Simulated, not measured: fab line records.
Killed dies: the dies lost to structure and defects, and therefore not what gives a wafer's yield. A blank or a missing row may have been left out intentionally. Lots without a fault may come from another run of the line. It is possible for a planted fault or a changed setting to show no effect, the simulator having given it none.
Struck lot and sound lot, side by side / flow n5Finfet / 16 steps out of a route of 1938
Sound: the wafers L202.1, L202.3, L202.5. The struck wafers were L186.2, L186.4, L186.6. At the end, the cause is stated.
At each step with rows: each side's tool, then ch and its chambers, then its first start. Under that, the readings that differ: sound wafers / struck wafers / difference of the means / sigmas: that difference in standard deviations of wafers without a fault.
alike: words and numbers the same on both sides, and readings whose means are apart by under 2 such deviations; not compared: readings that were withheld, readings missing a value for some wafer, numbers with overlapping values and no deviation given by the record, and bounds like >300 which may hide the same value.
Wherever a step has rows on one side only, a row that says differs or no value, or a row with sigmas, the two part there. When numbers do not overlap yet have no deviation, they are printed without sigmas and do not part them. Lack of a reading on every wafer of one side parts them only where that side has two or more wafers.

first, 11 steps without rows for these wafers: N5_BEOL_M0_SAQP_STRIP_115 (strips in post etch residue remover, time 60 s); N5_BEOL_M0_SAQP_SRD_93 (time 30 s); N5_BEOL_M0_SAQP_RECESS_114 (chemistry HF/NH3, target SiO2, target depth 14.4 nm, afs cycles 3, sublimation time 60 s); N5_BEOL_M0_SAQP_SPACER1_ALD_98 (deposits SiO2, target thk 12.8 nm, pulse time 1 s, purge time 2 s); N5_BEOL_M0_SAQP_SPACER1_ETCHBACK_99 (etches SiO2 in CHF3/O2, target depth 15.4 nm, time 7.7 s); N5_BEOL_M0_SAQP_MANDREL1_REMOVE_100 (chemistry HBr/Cl2/O2, target a-Si, stops on SiNx, bt time 10 s); N5_BEOL_M0_SAQP_ETCH_101 (etches SiNx in CH3F/O2, target depth 29.9 nm, time 42.7 s); N5_BEOL_M0_SAQP_ETCH_102 (etches SiO2 in CF4, target depth 4 nm, time 4.4 s); N5_BEOL_M0_SAQP_MANDREL_ETCH_103 (etches a-Si in HBr/Cl2, stops on SiCN, target depth 45 nm, bt time 10 s, time 27 s); N5_BEOL_M0_SAQP_RECESS_104 (chemistry HF/NH3, target SiO2, target depth 18 nm, afs cycles 3, sublimation time 60 s); N5_BEOL_M0_SAQP_COAT_105 (time 60 s, resist thk 100 nm).
N5_BEOL_M0_SAQP_ETCH_106: etches SOC in N2/H2, stops on SiNx, target depth 150 nm.
  sound on rieDiel-04 ch 1,2, day 11 01:16; struck on rieDiel-04 ch 1,2,3, day 6 21:09
  no value came back on the struck wafers for any of 7 readings (biasW (W), chamberPressureMTorr (mTorr) and others); on the sound wafers biasW (W) reads 61.08 60.83 61.09
reading=model.SOC_of_BEOL_M0_SAQP_COAT_105.thkNm (nm); sound=23.4 22.4 22.2; struck=100.2 100 100.4; difference=+77.5; sigmas=
  not compared: rfHoursCounterH
N5_BEOL_M0_SAQP_ETCH_107: etches SiNx in CH3F/O2, target depth 30 nm.
  sound on rieDiel-04 ch 1,2, day 11 01:20; struck on rieDiel-04 ch 1,2,3, day 6 21:13
reading=model.SOC_of_BEOL_M0_SAQP_COAT_105.thkNm (nm); sound=12.4 11.4 11; struck=89.2 89.2 89.4; difference=+77.7; sigmas=
  alike: CH3F_flow_sccm, O2_flow_sccm, drypumpMotorCurrentA, oesProductAu, rfVppV, showerheadPlenumPTorr, throttleValvePct
  not compared: rfHoursCounterH
then, 1 step without rows for these wafers: N5_BEOL_M0_SAQP_STRIP_108 (strips in N2/H2).
N5_BEOL_M4_RC_MEAS_101:
  the record has rows for the sound wafers here (prober-01 ch 0, day 13 20:10) and none for the struck ones
-- the record jumps here: 7 days lie between the struck wafers' starts before and after (it left off in module BEOL_M4 and takes up again in module PASSIVATION, whose first step shown is number 1936 of the route) --
N5_PASSIVATION_PROBE_49:
  the record has rows for the struck wafers here (prober-02, day 14 01:56) and none for the sound ones

WHERE THEY PART
Last at N5_PASSIVATION_PROBE_49 as far as this record goes, first at N5_BEOL_M0_SAQP_ETCH_106.

WHY: what had been put in by the simulator
Entire step skipped (rieDiel-04, N5_BEOL_M0_SAQP_ETCH_106), from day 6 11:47 onward. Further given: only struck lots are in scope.
